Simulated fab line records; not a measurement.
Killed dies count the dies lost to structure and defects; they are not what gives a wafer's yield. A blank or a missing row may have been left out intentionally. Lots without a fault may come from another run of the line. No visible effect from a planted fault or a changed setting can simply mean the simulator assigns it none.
Chamber matching | flow n5Finfet | N5_MOL_CONTACT_COAG_ALD_27 on aldSin-01 has 4 sister chambers
The step deposits SiOC, target thk 17 nm, pulse time 1.5 s, time 2720 s. 8 wafers are shown with their chamber, then 10 later ones without.

== EACH WAFER AND ITS CHAMBER ==
wafer  | chamber | heaterPowerW (W) | precursorPulseHeightRel
L077.6 | 3       | 756              | 0.988
L084.3 | 3       | 741              | 1.022
L084.5 | 1       | 814              | 0.978
L086.1 | 0       | 865              | 0.966
L086.2 | 1       | 811              | 0.991
L086.4 | 2       | 680              | 0.992
L090.1 | 0       | 905              | 0.991
L090.4 | 2       | 672              | 0.975

== WAFERS WITHOUT THEIR CHAMBER ==
wafer  | heaterPowerW (W) | precursorPulseHeightRel
L090.6 | 667              | 1.004
L093.1 | 732              | 0.966
L093.5 | 692              | 1.009
L093.6 | 738              | 1.019
L094.2 | 674              | 0.990
L094.3 | 817              | 0.973
L094.5 | 718              | 1.022
L096.2 | 692              | 0.988
L096.3 | 750              | 0.983
L096.4 | 817              | 0.988

== CHAMBER TAKEN BY EACH ==
wafer  | from the rows above     | in truth
L090.6 | 2                       | 2
L093.1 | can't be placed: 3 or 2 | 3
L093.5 | can't be placed: 2 or 3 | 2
L093.6 | 3                       | 3
L094.2 | 2                       | 2
L094.3 | 1                       | 1
L094.5 | can't be placed: 3 or 2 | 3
L096.2 | 2                       | 2
L096.3 | 3                       | 3
L096.4 | 1                       | 1
Correct placement for 7 of the 10. Cannot be placed on the basis of these rows: 3; the candidates contain the true chamber in 3. Number placed wrongly: 0.
How it was worked out, from the rows above alone: a wafer's distance from a chamber is the root of the sum, over the readings, of the square of ((its reading less the chamber's mean) divided by the reading's scatter). If the next closest chamber is less than 2 further off than the closest, the wafer can't be placed; otherwise it belongs to the closest. A chamber's mean is the mean of its shown wafers. The scatter: the root of (the sum of the squares of (reading less its chamber's mean) over the shown wafers, divided by (wafers less chambers)).
